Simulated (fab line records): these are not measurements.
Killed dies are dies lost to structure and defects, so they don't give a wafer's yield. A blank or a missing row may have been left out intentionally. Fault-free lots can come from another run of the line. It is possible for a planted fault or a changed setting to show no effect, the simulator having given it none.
Chamber matching | flow n5-finfet | ald-sin-03 running N5_BEOL_M2_ALD_98: 4 sister chambers
The step deposits SiO2, target thk 2.5 nm, pulse time 1 s, co reactant pulse time 1 s. 8 wafers are shown with their chamber, then 9 later ones without.

## WAFERS, EACH WITH ITS CHAMBER
wafer  | chamber | heater-power-w (W) | susceptor-temp-C (C)
L078.5 | 3       | 75                 | 100.00
L082.3 | 1       | 85                 | 99.87
L091.3 | 0       | 77                 | 100.19
L091.4 | 2       | 67                 | 100.23
L091.6 | 3       | 78                 | 100.07
L093.3 | 2       | 66                 | 100.01
L093.4 | 1       | 83                 | 99.95
L093.6 | 0       | 79                 | 100.04

## WAFERS WITHOUT THEIR CHAMBER
wafer  | heater-power-w (W) | susceptor-temp-C (C)
L094.1 | 67                 | 100.14
L094.5 | 76                 | 100.15
L094.6 | 75                 | 99.82
L095.2 | 67                 | 99.88
L095.4 | 78                 | 99.98
L095.6 | 68                 | 99.98
L096.1 | 83                 | 99.86
L096.5 | 76                 | 99.88
L096.6 | 75                 | 100.06

## WHICH CHAMBER EACH ONE RAN IN
wafer  | from the rows above     | in truth
L094.1 | 2                       | 2
L094.5 | can't be placed: 3 or 0 | 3
L094.6 | can't be placed: 3 or 0 | 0
L095.2 | 2                       | 2
L095.4 | can't be placed: 3 or 0 | 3
L095.6 | 2                       | 2
L096.1 | 1                       | 1
L096.5 | can't be placed: 3 or 0 | 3
L096.6 | can't be placed: 3 or 0 | 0
4 of 9 placed correctly. From these rows, 5 cannot be placed; in 5 the true chamber is one of the candidates. 0 placed wrongly.
How it was worked out, from the rows above alone: a wafer's distance from a chamber is the root of the sum, over the readings, of the square of ((its reading less the chamber's mean) divided by the reading's scatter). The wafer belongs to the nearest chamber; if the next one is less than 2 further off, it can't be placed. For every chamber, the mean is computed from those of its wafers that are shown. How the scatter is found: for the shown wafers, subtract from each reading the mean of its chamber, square and add these, divide the total by (wafers less chambers), then take the root.
